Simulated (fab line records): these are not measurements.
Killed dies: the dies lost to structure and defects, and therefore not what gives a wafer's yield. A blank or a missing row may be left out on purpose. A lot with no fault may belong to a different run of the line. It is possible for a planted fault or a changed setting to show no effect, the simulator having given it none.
fab line records	flow n5-finfet
record: lots: 4	wafers: 12	last-day: 19
route steps=1938 shown BEOL_M0@731 BEOL_M1@751 BEOL_M4@1111 PASSIVATION@1936
lots that met no fault: from a run of the same line without faults
start-h: hours from the record's opening day to when the first of the lot's shown wafers began	wait-h: hours elapsed since this lot's preceding step	" same as the row above	L1.1+2: a single row standing in for several wafers	- no value, or no start was given	* or withheld: withheld	< > ~ a bound
route shown NAME@n: a module of which the file shows steps, and the number in the route of the first	usual: average and standard deviation across the fault-free wafers	same: alike in all rows	chamber/n: place in a boat	sites: the reading at each site	_std_site: standard deviation across them	_edge_site: inner sites' mean taken away from outer sites' mean	radius-mm: for every site, how far away it sits from the centre of the wafer	mask NAME#n: copy n	behind: the most recent tool/chamber to have shaped the wafer	hold: cause of the lot's hold/its duration in hours/its outcome	device: the n, p or np transistor that did not switch	end of line: at the end of the route, the tests of the same wafers	step lacking rows: just its recipe	killed: the dies lost at the first sort to structure and to defects; this is not the yield of the wafer	map: shows each die of a wafer: x if killed, . if not, _ if none is there
set.NAME: the setting the step ran with; set.NAME@STEP: the setting that earlier step ran with	model.NAME: the simulator's own value behind a step, which no gauge read
a table for each step, a row for each wafer; lots at some steps of the route
services: the hour from which a tool's chamber was out of use, counted from the record's first day as start-h (under 0 if before that day), plus the number of hours and why
== steps ==
step: N5_BEOL_M0_ALD_136
recipe: material: TaN	target-thk-a: *	temp-c: 275	ald-precursor-family: PDMAT	ald-co-reactant: NH3	pressure-torr: 3	carrier-flow-sccm: 1500	pulse-time-s: 2	purge-time-s: 3	co-reactant-purge-time-s: 2	co-reactant-pulse-time-s: 3	ald-cycles: 30	precursor-vessel-temp-c: 75	precursor-vessel-pressure-torr: 26.25	precursor-vessel-carrier-sccm: 1000
step: N5_BEOL_M0_SURFACE_TREAT_137
recipe: gas: Ar	time-s: *	ion-energy-ev: *	ion-current-ma-cm2: 0.5	pressure-mtorr: *	ar-flow-sccm: 30
step: N5_BEOL_M0_CVD_115
recipe: material: Co	target-thk-a: *	temp-c: withheld	precursor: CCTBA/H2	pressure-torr: 30	time-s: 120
step: N5_BEOL_M0_SPUTTER_116
recipe: material: Cu	target-thk-a: 40	temp-c: -20	chamber-pressure-pa: 0.07	power-w: withheld	time-s: 7.37
step: N5_BEOL_M0_ANNEAL_117
recipe: temp-c: 400	time-s: 60	ambient: vacuum
step: N5_BEOL_M0_SPUTTER_132
recipe: material: Cu	target-thk-a: 40	temp-c: -20	chamber-pressure-pa: 0.07	power-w: withheld	time-s: 7.37
step: N5_BEOL_M0_ANNEAL_133
recipe: temp-c: 400	time-s: 60	ambient: vacuum
step: N5_BEOL_M0_SPUTTER_134
recipe: material: Cu	target-thk-a: 40	temp-c: -20	chamber-pressure-pa: 0.07	power-w: withheld	time-s: 7.37
step: N5_BEOL_M0_ANNEAL_135
recipe: temp-c: 400	time-s: 60	ambient: vacuum
step: N5_BEOL_M0_SPUTTER_141
recipe: material: Cu	target-thk-a: 40	temp-c: -20	chamber-pressure-pa: 0.07	power-w: withheld	time-s: 7.37
step: N5_BEOL_M0_ECD_118
recipe: material: Cu	target-thk-a: 3000
step: N5_BEOL_M0_ANNEAL_119
recipe: temp-c: 225	time-s: 90	ambient: N2
step: N5_BEOL_M0_CMP_120
recipe: stop-on: SiOC	t-overpolish-s: 6.9	down-force-psi: 1	platen-rpm: 50	clearing-platen-down-force-psi: 1.5	clearing-platen-rpm: 50	post-cmp-clean: cu-alkaline	clearing-platen-pad-velocity-m-s: 0.99484	pad-velocity-m-s: 0.99484
usual: barrier-field-endpoint-s: 3.64/0.14	motor-current-A: 5.8/0.37	overpolish-run-s: 6.901/0.011	time-to-endpoint-s: 64/3.5
lot.wafer	tool	chamber	start-h	wait-h	barrier-field-endpoint-s	motor-current-A	overpolish-run-s	time-to-endpoint-s	model.SiOC_of_BEOL_M0_SAQP_ILD_DEP_01.thk-nm
L330.3	cmp-04	1	181.93	0.2	3.83	5.6	6.894	62	39
L330.2	"	2	"	"	3.80	5.1	6.902	62	40.4
L330.4	"	3	"	"	7.32	6.5	6.900	80	41.6
L334.4	cmp-04	1	202.28	0.1	7.14	5.4	6.895	80	42.2
L334.1	"	0	"	"	3.59	5.7	6.892	61	40.2
L334.6	"	1	"	"	7.16	5.4	6.907	82	41.4
L342.3	cmp-04	2	254.34	0.2	3.54	5.5	6.911	59	38.2
L342.2	"	3	"	"	3.61	6.3	6.897	58	38.6
L342.4	"	0	"	"	3.59	5.9	6.904	58	38.8
L343.4	cmp-03	3	262.10	0.1	3.87	5.4	6.923	68	39.4
L343.2	"	0	"	"	3.71	5.6	6.881	68	39.2
L343.6	"	0	"	"	3.51	5.5	6.919	65	40.6
step: N5_BEOL_M0_PRE_CLEAN_131
recipe: gas: NH3/H2	time-s: 15	temp-c: *	rf-power-w: 300
step: N5_BEOL_M0_CO_CAP_123
recipe: material: Co	target-thk-a: 20	temp-c: 200	precursor: CCTBA/H2	pressure-torr: 30	time-s: 102.1
step: N5_BEOL_M0_PRE_CLEAN_124
recipe: gas: NH3	time-s: 15	temp-c: withheld	rf-power-w: 300
step: N5_BEOL_M0_DEP_125
recipe: material: SiCN	target-thk-a: 80	temp-c: withheld	precursor: 3MS/NH3	pressure-torr: 3	rf-w: 202	time-s: 14
step: N5_BEOL_M0_INSPECT_127
recipe: inspect-instrument: darkfield	mode: post-dep
usual: raw-defect-count: 70/24
lot.wafer	tool	chamber	start-h	wait-h	raw-defect-count
L330.2	defect-inspect-02	-	182.64	0.0	93
L330.3	"	-	"	"	73
L330.4	"	-	"	"	3603
L334.1	defect-inspect-02	-	202.86	0.0	92
L334.4	"	-	"	"	3525
L334.6	"	-	"	"	3577
L342.2	defect-inspect-01	-	254.88	0.0	75
L342.3	"	-	"	"	76
L342.4	"	-	"	"	54
L343.2	defect-inspect-01	-	262.68	0.0	102
L343.4	"	-	"	"	80
L343.6	"	-	"	"	56
step: N5_BEOL_M1_ILD_DEP_00
recipe: material: SiOC	target-thk-a: 790	temp-c: 350	precursor: DEMS/O2	pressure-torr: 5	rf-w: 500	time-s: 15.3
step: N5_BEOL_M1_PECVD_72
recipe: material: SiO2	target-thk-a: 160	temp-c: 400	precursor: TEOS/O2	pressure-torr: 5.5	rf-w: 450	teos-flow-sccm: 53.8	gas: O2	flow-sccm: 3000	time-s: 18
step: N5_BEOL_M1_HM_DEP_02
recipe: material: TiN	target-thk-a: 200	temp-c: 25	chamber-pressure-pa: 0.49996
step: N5_BEOL_M1_COAT_61
recipe: resist: SOC	temp-c: 250	time-s: 60	spin-rpm: 1500	resist-thk-nm: 60
step: N5_BEOL_M1_COAT_62
recipe: resist: SiARC	temp-c: 220	time-s: 60	spin-rpm: 1500	resist-thk-nm: 12
step: N5_BEOL_M1_COAT_73
recipe: resist: underlayer	temp-c: 205	time-s: 60	spin-rpm: 1500	resist-thk-nm: 5
step: N5_BEOL_M1_COAT_05
recipe: resist: CAR-EUV	spin-rpm: 1500	resist-thk-nm: 30
step: N5_BEOL_M1_EBR_07
recipe: solvent: PGMEA	ebr-width-mm: 1.5
step: N5_BEOL_M1_SOFTBAKE_06
recipe: temp-c: 110	time-s: 60	resist: CAR-EUV
step: N5_BEOL_M1_EXPOSE_08
recipe: mask-id: M1	na: 0.33	source-shape: dipole	sigma-inner: 0.369	sigma-outer: 0.767	polarization: unpolarized	dose-mj: 33
step: N5_BEOL_M1_PEB_09
recipe: peb-temp-c: 100	peb-time-s: 60	resist: CAR-EUV
step: N5_BEOL_M1_DEVELOP_10
recipe: develop-time-s: 30	developer: TMAH	resist: CAR-EUV	rinse-liquid: surfactant-rinse	dry: air-spin	dev-temp-c: 23
step: N5_BEOL_M1_DESCUM_16
recipe: chemistry: O2	time-s: 7	source-power-w: 50	bias-power-w: 20	pressure-mtorr: 20	rf-frequency-hz: 2.712e+07	temp-c: 40	resist: CAR-EUV	o2-flow-sccm: 225
step: N5_BEOL_M1_ETCH_74
recipe: chemistry: N2/H2	target: underlayer	target-depth-a: 65	mask-material: CAR-EUV	time-s: 5.2	ion-energy-ev: 200	pressure-mtorr: 30	source-w: 840	bias-w: 150	n2-flow-sccm: 200	h2-flow-sccm: 200	ends: cleared
step: N5_BEOL_M1_ETCH_63
recipe: chemistry: CF4	target: SiARC	target-depth-a: 156	mask-material: CAR-EUV	time-s: 26	ion-energy-ev: 80	pressure-mtorr: 40	source-w: 545	bias-w: 36	Ar_flow_sccm: 100	cf4-flow-sccm: 100	ends: cleared
step: N5_BEOL_M1_ETCH_64
recipe: chemistry: N2/H2	target: SOC	target-depth-a: 750	overetch-a: 150	mask-material: SiARC	temp-c: 40	time-s: 112.5	ion-energy-ev: 200	pressure-mtorr: 30	source-w: 840	bias-w: 150	n2-flow-sccm: 200	h2-flow-sccm: 200
step: N5_BEOL_M1_STRIP_65
recipe: chemistry: N2/H2	temp-c: 40	n2-flow-sccm: 200	h2-flow-sccm: 200	rf-frequency-hz: 6e+07
step: N5_BEOL_M1_STRIP_75
recipe: chemistry: N2/H2	temp-c: 40	n2-flow-sccm: 200	h2-flow-sccm: 200	rf-frequency-hz: 6e+07
step: N5_BEOL_M4_RC_MEAS_101
usual: DIBL_N: 36.5/1.9	DIBL_P: 36.4/2.2	IOFF_N: 0.17/0.034	IOFF_P: 0.21/0.036	ION_N: 678/12	ION_P: 462/7.1	SS_N: 71.7/0.61	SS_P: 73.4/0.71	VT_N: 249/3.5	VT_P: -251/3
lot.wafer	tool	chamber	start-h	wait-h	DIBL_N[mV/V]	DIBL_P[mV/V]	IOFF_N[nA/um]	IOFF_P[nA/um]	ION_N[uA/um]	ION_P[uA/um]	SS_N[mV/dec]	SS_P[mV/dec]	VT_N[mV]	VT_P[mV]
L330.2	prober-02	0	254.60	0.2	34.6	35.4	0.13	0.18	665	462	71.8	73.7	253	-250
L330.3	"	0	"	"	36.2	37.8	0.16	0.24	678	467	71.8	73.6	247	-246
L334.1	prober-02	0	282.52	0.0	35.1	34.5	0.13	0.18	653	452	71.7	73.2	253	-253
L342.2	prober-01	0	334.01	0.2	38.2	38.9	0.22	0.23	683	458	72.1	74.4	244	-248
L342.3	"	0	"	"	37.7	37.7	0.19	0.20	680	456	71.4	73.8	246	-250
L342.4	"	0	"	"	32.8	32.9	0.12	0.15	671	462	70.5	71.9	251	-255
L343.2	prober-01	0	347.86	0.2	34.2	32.5	0.13	0.18	671	463	71.7	73.3	252	-253
L343.4	"	0	"	"	35.5	34.0	0.16	0.20	673	467	70.7	74.2	249	-252
L343.6	"	0	"	"	35.3	33.4	0.15	0.18	683	462	71.6	73.3	251	-252
step: N5_PASSIVATION_PROBE_49
usual: defect-limited-yield: 91.0/1.5	killed_at_M0_to_M3: 35/11	killed_at_M4_up: 13/5	killed-at-contacts: 12/5.9	killed-at-front-end: 42/13	killed-at-other: 3/3.2	killed-dies: 106/18	killed-on-rim: 14/4.2	killed-open: 69/13	killed-short: 35/8.9	sort_bin_5_function: 5.2/0.95	sort_bin_6_memory: 3.3/0.71	sort-n-pass: 1074/18	sort-yield-pct: 91.0/1.5
same: gross-dies: 1180	killed-at-back-side: 0	sort_bin_4_leakage[%]: 0	sort_bin_8_speed[%]: 0
lot.wafer	tool	chamber	start-h	wait-h	defect-limited-yield[%]	killed_at_M0_to_M3	killed_at_M4_up	killed-at-contacts	killed-at-front-end	killed-at-other	killed-dies	killed-on-rim	killed-open	killed-short	sort_bin_5_function[%]	sort_bin_6_memory[%]	sort-n-pass	sort-yield-pct[%]
L330.2	prober-01	-	366.89	0.1	92.5	37	6	3	37	5	88	7	61	27	4.1	3.1	1092	92.5
L330.3	prober-01	-	366.94	0.1	90.1	44	23	9	35	6	117	13	82	34	6.0	3.6	1063	90.1
L330.4	prober-01	-	366.99	0.2	0	1135	8	3	29	5	1180	152	48	27	4.0	2.3	0	0
L334.1	prober-01	-	392.04	0.0	92.0	30	17	16	29	2	94	14	72	22	5.1	2.7	1086	92.0
L334.4	prober-01	-	392.19	0.2	0	1118	11	7	40	4	1180	152	58	24	4.2	2.6	0	0
L334.6	prober-01	-	392.29	0.3	0	1105	12	13	38	12	1180	152	59	41	4.6	3.3	0	0
L342.2	prober-02	-	444.96	0.1	92.8	34	7	13	30	1	85	17	56	29	4.7	2.4	1095	92.8
L342.3	prober-02	-	445.01	0.1	88.0	63	16	15	46	2	142	19	90	48	7.7	4.0	1038	88.0
L342.4	prober-02	-	445.06	0.2	90.6	53	9	16	33	0	111	16	61	43	4.4	3.7	1069	90.6
L343.2	prober-02	-	465.13	0.1	92.8	27	6	13	38	1	85	9	53	31	3.8	3.1	1095	92.8
L343.4	prober-02	-	465.23	0.2	94.2	29	3	7	27	2	68	8	47	19	2.7	2.9	1112	94.2
L343.6	prober-02	-	465.33	0.3	93.1	44	3	12	23	0	82	16	54	25	3.4	2.9	1098	93.1
killed by level:class
L330.2 BEOL_M0_SAQP:geometric-particle:open=11 BEOL_M2:geometric-particle:open=8 DUMMY_GATE:geometric-particle:open=7 DUMMY_GATE:geometric-particle:short=7 BEOL_M1:geometric-particle:open=5 FIN_SAQP:geometric-particle:open=4 STI_FIN_REVEAL:geometric-particle:open=4 BEOL_M0_SAQP:geometric-particle:short=4
L330.3 BEOL_M4:geometric-particle:open=16 DUMMY_GATE:geometric-particle:open=11 BEOL_M0_SAQP:geometric-particle:open=11 MOL_CONTACT_COAG:geometric-particle:open=8 BEOL_M0_SAQP:geometric-particle:short=8 BEOL_M3:geometric-particle:open=8 BEOL_M2:geometric-particle:open=6 STI_FIN_REVEAL:geometric-particle:open=4
L330.4 BEOL_M0:area-cmp=1103 BEOL_M2:geometric-particle:open=9 STI_FIN_REVEAL:geometric-particle:open=8 GATE_CUT:geometric-particle:short=6 BEOL_M1:geometric-particle:open=6 BEOL_M3:geometric-particle:open=6 FIN_SAQP:geometric-particle:short=4 BEOL_M2:geometric-particle:short=3
L334.1 MOL_CONTACT_COAG:geometric-particle:open=13 FIN_SAQP:geometric-particle:open=11 BEOL_M1:geometric-particle:open=10 BEOL_M3:geometric-particle:open=8 STI_FIN_REVEAL:geometric-particle:open=7 BEOL_M4:geometric-particle:open=7 BEOL_M0_SAQP:geometric-particle:short=5 BEOL_M4:geometric-particle:short=4
L334.4 BEOL_M0:area-cmp=1098 FIN_SAQP:geometric-particle:open=11 BEOL_M4:geometric-particle:open=7 DUMMY_GATE:geometric-particle:open=6 GATE_CUT:geometric-particle:short=5 BEOL_M1:geometric-particle:open=5 STI_FIN_REVEAL:geometric-particle:open=4 MOL_CONTACT_COAG:geometric-particle:open=4
L334.6 BEOL_M0:area-cmp=1079 STI_FIN_REVEAL:geometric-particle:open=10 MOL_CONTACT_COAG:geometric-particle:open=9 GATE_CUT:geometric-particle:short=6 BEOL_M0_SAQP:geometric-particle:open=6 MIM_TOP_ETCH:geometric-particle:short=5 MIM_TOP_ETCH:geometric-particle:open=5 MOL_CONTACT_COAG:geometric-particle:short=4
L342.2 MOL_CONTACT_COAG:geometric-particle:open=10 BEOL_M0_SAQP:geometric-particle:open=9 BEOL_M1:geometric-particle:open=9 FIN_SAQP:geometric-particle:short=6 STI_FIN_REVEAL:geometric-particle:open=6 BEOL_M0_SAQP:geometric-particle:short=6 GATE_CUT:geometric-particle:short=5 BEOL_M4:geometric-particle:open=3
L342.3 BEOL_M0_SAQP:geometric-particle:short=23 STI_FIN_REVEAL:geometric-particle:open=21 BEOL_M1:geometric-particle:open=16 MOL_CONTACT_COAG:geometric-particle:open=13 BEOL_M0_SAQP:geometric-particle:open=11 BEOL_M4:geometric-particle:open=7 FIN_SAQP:geometric-particle:open=5 BEOL_M3:geometric-particle:open=5
L342.4 BEOL_M0_SAQP:geometric-particle:short=17 MOL_CONTACT_COAG:geometric-particle:open=13 BEOL_M0_SAQP:geometric-particle:open=13 BEOL_M1:geometric-particle:open=7 HKMG_FIN:area-etch=6 FIN_SAQP:geometric-particle:short=5 FIN_SAQP:geometric-particle:open=5 STI_FIN_REVEAL:geometric-particle:open=5
L343.2 FIN_SAQP:geometric-particle:open=13 FIN_SAQP:geometric-particle:short=12 MOL_CONTACT_COAG:geometric-particle:open=11 BEOL_M1:geometric-particle:open=6 GATE_CUT:geometric-particle:short=4 BEOL_M0_SAQP:geometric-particle:open=4 BEOL_M0_SAQP:geometric-particle:short=4 BEOL_M3:geometric-particle:open=4
L343.4 FIN_SAQP:geometric-particle:open=12 MOL_CONTACT_COAG:geometric-particle:open=7 BEOL_M3:geometric-particle:open=5 FIN_SAQP:geometric-particle:short=4 BEOL_M0_SAQP:geometric-particle:open=4 BEOL_M1:geometric-particle:open=4 BEOL_M2:geometric-particle:open=4 BEOL_M0_SAQP:geometric-particle:short=3
L343.6 BEOL_M2:geometric-particle:open=12 MOL_CONTACT_COAG:geometric-particle:open=11 BEOL_M3:geometric-particle:open=7 BEOL_M0_SAQP:geometric-particle:short=6 FIN_SAQP:geometric-particle:short=5 BEOL_M0_SAQP:geometric-particle:open=5 BEOL_M0:geometric-particle:open=5 GATE_CUT:geometric-particle:short=4
map L330.4 (x killed, . not)
_________________xxxxxxxxxxxx________________
______________xxxxxxxxxxxxxxxxxx_____________
___________xxxxxxxxxxxxxxxxxxxxxxxx__________
__________xxxxxxxxxxxxxxxxxxxxxxxxxx_________
________xxxxxxxxxxxxxxxxxxxxxxxxxxxxxx_______
_______xxxxxxxxxxxxxxxxxxxxxxxxxxxxxxxx______
______xxxxxxxxxxxxxxxxxxxxxxxxxxxxxxxxxx_____
_____xxxxxxxxxxxxxxxxxxxxxxxxxxxxxxxxxxxx____
____xxxxxxxxxxxxxxxxxxxxxxxxxxxxxxxxxxxxxx___
___xxxxxxxxxxxxxxxxxxxxxxxxxxxxxxxxxxxxxxxx__
___xxxxxxxxxxxxxxxxxxxxxxxxxxxxxxxxxxxxxxxx__
__xxxxxxxxxxxxxxxxxxxxxxxxxxxxxxxxxxxxxxxxxx_
__xxxxxxxxxxxxxxxxxxxxxxxxxxxxxxxxxxxxxxxxxx_
_xxxxxxxxxxxxxxxxxxxxxxxxxxxxxxxxxxxxxxxxxxxx
_xxxxxxxxxxxxxxxxxxxxxxxxxxxxxxxxxxxxxxxxxxxx
_xxxxxxxxxxxxxxxxxxxxxxxxxxxxxxxxxxxxxxxxxxxx
_xxxxxxxxxxxxxxxxxxxxxxxxxxxxxxxxxxxxxxxxxxxx
_xxxxxxxxxxxxxxxxxxxxxxxxxxxxxxxxxxxxxxxxxxxx
_xxxxxxxxxxxxxxxxxxxxxxxxxxxxxxxxxxxxxxxxxxxx
_xxxxxxxxxxxxxxxxxxxxxxxxxxxxxxxxxxxxxxxxxxxx
_xxxxxxxxxxxxxxxxxxxxxxxxxxxxxxxxxxxxxxxxxxxx
__xxxxxxxxxxxxxxxxxxxxxxxxxxxxxxxxxxxxxxxxxx_
__xxxxxxxxxxxxxxxxxxxxxxxxxxxxxxxxxxxxxxxxxx_
___xxxxxxxxxxxxxxxxxxxxxxxxxxxxxxxxxxxxxxxx__
___xxxxxxxxxxxxxxxxxxxxxxxxxxxxxxxxxxxxxxxx__
____xxxxxxxxxxxxxxxxxxxxxxxxxxxxxxxxxxxxxx___
_____xxxxxxxxxxxxxxxxxxxxxxxxxxxxxxxxxxxx____
______xxxxxxxxxxxxxxxxxxxxxxxxxxxxxxxxxx_____
_______xxxxxxxxxxxxxxxxxxxxxxxxxxxxxxxx______
________xxxxxxxxxxxxxxxxxxxxxxxxxxxxxx_______
__________xxxxxxxxxxxxxxxxxxxxxxxxxx_________
___________xxxxxxxxxxxxxxxxxxxxxxxx__________
______________xxxxxxxxxxxxxxxxxx_____________
_________________xxxxxxxxxxxx________________
map L334.4 (x killed, . not)
_________________xxxxxxxxxxxx________________
______________xxxxxxxxxxxxxxxxxx_____________
___________xxxxxxxxxxxxxxxxxxxxxxxx__________
__________xxxxxxxxxxxxxxxxxxxxxxxxxx_________
________xxxxxxxxxxxxxxxxxxxxxxxxxxxxxx_______
_______xxxxxxxxxxxxxxxxxxxxxxxxxxxxxxxx______
______xxxxxxxxxxxxxxxxxxxxxxxxxxxxxxxxxx_____
_____xxxxxxxxxxxxxxxxxxxxxxxxxxxxxxxxxxxx____
____xxxxxxxxxxxxxxxxxxxxxxxxxxxxxxxxxxxxxx___
___xxxxxxxxxxxxxxxxxxxxxxxxxxxxxxxxxxxxxxxx__
___xxxxxxxxxxxxxxxxxxxxxxxxxxxxxxxxxxxxxxxx__
__xxxxxxxxxxxxxxxxxxxxxxxxxxxxxxxxxxxxxxxxxx_
__xxxxxxxxxxxxxxxxxxxxxxxxxxxxxxxxxxxxxxxxxx_
_xxxxxxxxxxxxxxxxxxxxxxxxxxxxxxxxxxxxxxxxxxxx
_xxxxxxxxxxxxxxxxxxxxxxxxxxxxxxxxxxxxxxxxxxxx
_xxxxxxxxxxxxxxxxxxxxxxxxxxxxxxxxxxxxxxxxxxxx
_xxxxxxxxxxxxxxxxxxxxxxxxxxxxxxxxxxxxxxxxxxxx
_xxxxxxxxxxxxxxxxxxxxxxxxxxxxxxxxxxxxxxxxxxxx
_xxxxxxxxxxxxxxxxxxxxxxxxxxxxxxxxxxxxxxxxxxxx
_xxxxxxxxxxxxxxxxxxxxxxxxxxxxxxxxxxxxxxxxxxxx
_xxxxxxxxxxxxxxxxxxxxxxxxxxxxxxxxxxxxxxxxxxxx
__xxxxxxxxxxxxxxxxxxxxxxxxxxxxxxxxxxxxxxxxxx_
__xxxxxxxxxxxxxxxxxxxxxxxxxxxxxxxxxxxxxxxxxx_
___xxxxxxxxxxxxxxxxxxxxxxxxxxxxxxxxxxxxxxxx__
___xxxxxxxxxxxxxxxxxxxxxxxxxxxxxxxxxxxxxxxx__
____xxxxxxxxxxxxxxxxxxxxxxxxxxxxxxxxxxxxxx___
_____xxxxxxxxxxxxxxxxxxxxxxxxxxxxxxxxxxxx____
______xxxxxxxxxxxxxxxxxxxxxxxxxxxxxxxxxx_____
_______xxxxxxxxxxxxxxxxxxxxxxxxxxxxxxxx______
________xxxxxxxxxxxxxxxxxxxxxxxxxxxxxx_______
__________xxxxxxxxxxxxxxxxxxxxxxxxxx_________
___________xxxxxxxxxxxxxxxxxxxxxxxx__________
______________xxxxxxxxxxxxxxxxxx_____________
_________________xxxxxxxxxxxx________________
== services ==
tool	chamber	start-h	hours	kind
cmp-04	-	168.18	4.9	pm
cmp-04	-	250.04	4.0	pm
cmp-04	-	254.04	-	consumable-replace:conditioner
cmp-04	-	254.04	-	consumable-replace:pad
== key ==
first-sign: step: N5_BEOL_M0_CMP_120	reading: barrier-field-endpoint-s	direction: up	sigmas: 25	usual: 3.64	struck: 7.21
effect: step: N5_BEOL_M0_CMP_120	reading: time-to-endpoint-s	direction: up	sigmas: 4.9	usual: *	struck: *
effect: step: N5_BEOL_M0_INSPECT_127	reading: raw-defect-count	direction: up	sigmas: 99+	usual: 70	struck: 3568
effect: step: N5_PASSIVATION_PROBE_49	reading: killed_at_M0_to_M3	direction: up	sigmas: 99+	usual: 35	struck: 1119
model-effect: step: N5_BEOL_M0_CMP_120	value: SiOC_of_BEOL_M0_SAQP_ILD_DEP_01.thk-nm	without: 40.13	struck: 41.73
more-kills-born-at: N5_BEOL_M0_CMP_120@cmp-04: 3280
met-at N5_BEOL_M0_CMP_120
struck-wafers L330.4,L334.4,L334.6
later-rows-left-out L330.4,L334.4,L334.6
fault: kind: process-parameter-drift	tool: cmp-04	chamber: -	onset-h: 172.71	steps: N5_BEOL_M0_CMP_120	channel: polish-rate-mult	offset: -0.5	shape: step	end-h: 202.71	scope: struck-wafers-only
later-rows-left-out: the simulator's readings of these wafers behind a module that went badly wrong aren't trusted and aren't shown, but for the sort
